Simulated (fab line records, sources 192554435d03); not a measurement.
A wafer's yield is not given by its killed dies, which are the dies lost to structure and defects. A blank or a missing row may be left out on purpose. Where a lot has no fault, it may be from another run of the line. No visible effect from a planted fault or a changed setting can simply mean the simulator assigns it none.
What tool caused it?    flow n5-finfet    27 wafers from 9 lots sampled at 6 of the route's 1938 steps

WHAT EACH GAUGE READ, for each wafer
N5_HKMG_FIN_INSPECT_28: inspects for defects (darkfield). Usual: 37 for raw-defect-count, sd 17.
lot   measured      on                 raw-defect-count  flag
L619  day 5 01:47   defect-inspect-02  47 36 37          
L622  day 5 13:47   defect-inspect-01  40 52 37          
L623  day 5 19:35   defect-inspect-02  40 35 33          
L625  day 6 07:13   defect-inspect-01  42 31 39          
L626  day 6 13:34   defect-inspect-02  23 23 22          
L630  day 7 14:23   defect-inspect-02  16 16 16          
L638  day 9 18:54   defect-inspect-01  21 22 28          
L639  day 9 21:41   defect-inspect-02  27 36 62          
L640  day 10 06:33  defect-inspect-02  38 61 16          

N5_GATE_CUT_OVL_MEAS_14. Usual: GATE_CUT_OVL -0.5 nm, standard deviation 0.64.
lot   measured      on          GATE_CUT_OVL (nm)  flag
L619  day 5 05:50   overlay-02  -0.1 0.2 0.2       
L622  day 5 17:31   overlay-02  -0.6 -0.2 -1.0     
L623  day 5 23:37   overlay-01  0.7 -0.2 -0.5      
L625  day 6 10:58   overlay-02  -0.2 -1.1 -0.5     
L626  day 6 17:34   overlay-01  -0.3 0.8 -0.1      
L630  day 7 18:40   overlay-01  -0.6 0.5 -0.4      
L638  day 9 22:56   overlay-01  5.5 5.6 5.6        OFF
L639  day 10 01:20  overlay-01  5.1 4.7 6.4        OFF
L640  day 10 10:20  overlay-01  -1.0 -0.7 -1.4     

N5_BEOL_M4_RC_MEAS_101. Usual: DIBL_N 36.9 mV/V, standard deviation 1.7; DIBL_P 37.3 mV/V, standard deviation 2.3; IOFF_N 0.16 nA/um, standard deviation 0.033; IOFF_P 0.22 nA/um, standard deviation 0.04; ION_N 673 uA/um, standard deviation 12; ION_P 463 uA/um, standard deviation 8; SS_N 71.6 mV/dec, standard deviation 0.58; SS_P 73.4 mV/dec, standard deviation 0.74; VT_N 250 mV, standard deviation 3.2; VT_P -250 mV, standard deviation 3.4.
lot   measured      on         DIBL_N (mV/V)   DIBL_P (mV/V)   IOFF_N (nA/um)  IOFF_P (nA/um)  ION_N (uA/um)  ION_P (uA/um)  SS_N (mV/dec)   SS_P (mV/dec)   VT_N (mV)    VT_P (mV)       flag
L619  day 8 22:41   prober-02  39.3 38.8 36.7  42.2 40.3 38.6  0.25 0.20 0.17  0.33 0.28 0.25  684 681 695    475 465 480    72.0 71.8 72.0  73.5 74.5 72.9  245 248 250  -245 -247 -247  
L622  day 9 07:04   prober-01  36.9 34.3 35.0  36.3 33.5 33.1  0.17 0.14 0.13  0.20 0.17 0.16  665 684 660    451 461 446    71.1 70.8 71.4  73.1 73.1 72.3  251 250 253  -252 -257 -257  
L623  day 9 13:07   prober-02  36.4 37.5 35.8  38.5 39.4 37.3  0.17 0.19 0.16  0.25 0.26 0.23  664 675 666    460 465 461    72.0 71.8 71.3  73.9 73.2 73.3  248 248 248  -251 -251 -249  
L625  day 10 01:18  prober-02  36.2 35.7 37.7  35.5 36.2 37.3  0.13 0.13 0.16  0.18 0.18 0.21  659 655 664    453 452 457    72.0 71.5 72.6  73.3 72.9 72.8  256 255 252  -252 -252 -250  
L626  day 10 06:06  prober-01  38.8 40.4 39.5  40.5 43.5 43.2  0.21 0.25 0.25  0.24 0.30 0.30  681 695 703    464 458 476    71.4 72.5 71.6  74.4 75.2 75.5  245 245 241  -252 -245 -247  
L630  day 11 14:33  prober-01  38.1 38.3 38.3  38.6 38.1 37.8  0.20 0.19 0.18  0.26 0.25 0.24  680 689 686    467 469 465    71.4 71.6 72.5  74.6 73.7 73.2  246 245 245  -248 -248 -248  
L638  day 13 20:19  prober-01  34.2 39.0 36.4  36.0 41.1 37.0  0.12 0.20 0.14  0.19 0.27 0.21  669 677 667    467 465 464    71.6 72.0 71.3  72.4 73.9 73.9  256 246 254  -254 -248 -248  
L639  day 13 19:45  prober-02  38.6 39.3 37.7  39.3 39.4 38.0  0.18 0.18 0.14  0.24 0.23 0.21  673 669 661    459 459 453    71.7 72.6 72.0  73.9 74.4 73.8  252 251 255  -252 -253 -255  
L640  day 13 23:04  prober-02  36.1 38.0 37.1  35.9 37.9 36.7  0.13 0.15 0.14  0.19 0.22 0.20  649 676 662    447 464 456    71.3 71.4 70.7  72.5 73.6 73.4  254 252 252  -250 -249 -253  

WHAT TOOL EACH LOT RAN ON (gives the tool, then ch and the chambers of the sampled wafers, and finally the start)
lot   N5_GATE_CUT_ETCHBACK_30            N5_GATE_CUT_CMP_02             N5_GATE_CUT_EXPOSE_10
L619  rie-metal-01 ch 0,1, day 5 02:02   cmp-02 ch 1,2,3, day 5 05:10   euv-scanner-02 ch 0, day 5 05:41
L622  rie-metal-03 ch 0,1, day 5 14:01   cmp-02 ch 0,2, day 5 16:50     euv-scanner-01 ch 0, day 5 17:22
L623  rie-metal-03 ch 0,1, day 5 19:50   cmp-03 ch 0,1,3, day 5 22:53   euv-scanner-02 ch 0, day 5 23:27
L625  rie-metal-02 ch 0,1, day 6 07:29   cmp-03 ch 1,3, day 6 10:08     euv-scanner-01 ch 0, day 6 10:49
L626  rie-metal-03 ch 0, day 6 14:02     cmp-01 ch 0,1, day 6 16:45     euv-scanner-02 ch 0, day 6 17:25
L630  rie-metal-03 ch 0,1, day 7 14:38   cmp-01 ch 0,2,3, day 7 17:55   euv-scanner-01 ch 0, day 7 18:30
L638  rie-metal-02 ch 0,1, day 9 19:09   cmp-03 ch 0,3, day 9 22:16     euv-scanner-01 ch 0, day 9 22:46
L639  rie-metal-02 ch 0,1, day 9 21:56   cmp-01 ch 1,2,3, day 10 00:39  euv-scanner-01 ch 0, day 10 01:10
L640  rie-metal-01 ch 0,1, day 10 06:47  cmp-03 ch 1,3, day 10 09:32    euv-scanner-02 ch 0, day 10 10:10
- N5_GATE_CUT_ETCHBACK_30: etches TiN in Cl2/Ar, target depth 3 nm.
- N5_GATE_CUT_CMP_02: polishes, stops on SiO2, t overpolish 12.7 s, target thk 0 nm.
- N5_GATE_CUT_EXPOSE_10: exposes mask GATE CUT, target cd 20 nm.

AS READ BY THE TOOLS THEMSELVES (means over the sampled wafers that have a number; for cases with no such wafer, the mark the record gives instead)
N5_GATE_CUT_ETCHBACK_30. Usual: drypump-motor-current-A 5.82 A, standard deviation 0.2; oes-product-au 0.78 a.u., standard deviation 0.069; throttle-valve-pct 20.77 %, standard deviation 0.27.
lot   tool          drypump-motor-current-A (A)  oes-product-au (a.u.)  throttle-valve-pct (%)  flag
L619  rie-metal-01  5.82                         0.80                   20.91                   
L622  rie-metal-03  6.02                         0.69                   20.79                   
L623  rie-metal-03  6.04                         0.64                   21.05                   
L625  rie-metal-02  5.51                         0.79                   20.71                   
L626  rie-metal-03  6.03                         0.74                   20.54                   
L630  rie-metal-03  6.05                         0.89                   20.94                   
L638  rie-metal-02  5.52                         0.77                   20.72                   
L639  rie-metal-02  5.58                         0.76                   20.72                   
L640  rie-metal-01  5.84                         0.77                   20.95                   

N5_GATE_CUT_CMP_02. Usual: motor-current-A 9.3 A, standard deviation 0.88; overpolish-run-s 12.700 s, standard deviation 0.0087; slurry-flow-ml-min 150.0, standard deviation 0.42; time-to-endpoint-s 24.0 s, standard deviation 2.6.
lot   tool    motor-current-A (A)  overpolish-run-s (s)  slurry-flow-ml-min  time-to-endpoint-s (s)  flag
L619  cmp-02  9.4                  12.705                149.9               22.5                    
L622  cmp-02  9.2                  12.712                150.0               23.4                    
L623  cmp-03  9.3                  12.700                149.9               23.1                    
L625  cmp-03  9.2                  12.702                149.8               27.2                    
L626  cmp-01  8.6                  12.708                150.2               26.9                    
L630  cmp-01  8.4                  12.697                150.0               25.2                    
L638  cmp-03  8.6                  12.700                150.1               24.2                    
L639  cmp-01  8.9                  12.705                150.3               25.1                    
L640  cmp-03  9.6                  12.701                150.1               25.7                    

N5_GATE_CUT_EXPOSE_10. Usual: 43.43 for exposure-dose-mJ-cm2, sd 0.19.
lot   tool            exposure-dose-mJ-cm2  flag
L619  euv-scanner-02  43.60                 
L622  euv-scanner-01  43.26                 
L623  euv-scanner-02  43.61                 
L625  euv-scanner-01  43.22                 
L626  euv-scanner-02  43.64                 
L630  euv-scanner-01  43.28                 
L638  euv-scanner-01  43.26                 
L639  euv-scanner-01  43.27                 
L640  euv-scanner-02  43.63                 

THE ANSWER, worked out from the rows above alone
Rule: a lot counts as off when the mean over its wafers that have a number is more than 3 standard deviations away from the usual mean. A lot without any number at a reading at which 4 lots or more have one is off too. Where the step has rows for the other lots, those lots are counted as sound. First the gauges in route order, then the tools' own readings, where a lot's mean is used as printed above. The first step at which some lot is off is used, and at that step the reading that is off furthest; a lot without a number counts as furthest.
Off: at N5_GATE_CUT_OVL_MEAS_14 (GATE_CUT_OVL), L638, L639.
A tool fits if, at a process step before that reading, it ran every lot that is off, and no sound lot after the first of them. Those tools and the gauges at N5_GATE_CUT_OVL_MEAS_14 are tried in the same way. This does not decide it: 2 tools fit, namely rie-metal-02 at N5_GATE_CUT_ETCHBACK_30 and euv-scanner-01 at N5_GATE_CUT_EXPOSE_10.

WHAT WAS PUT IN BY THE SIMULATOR
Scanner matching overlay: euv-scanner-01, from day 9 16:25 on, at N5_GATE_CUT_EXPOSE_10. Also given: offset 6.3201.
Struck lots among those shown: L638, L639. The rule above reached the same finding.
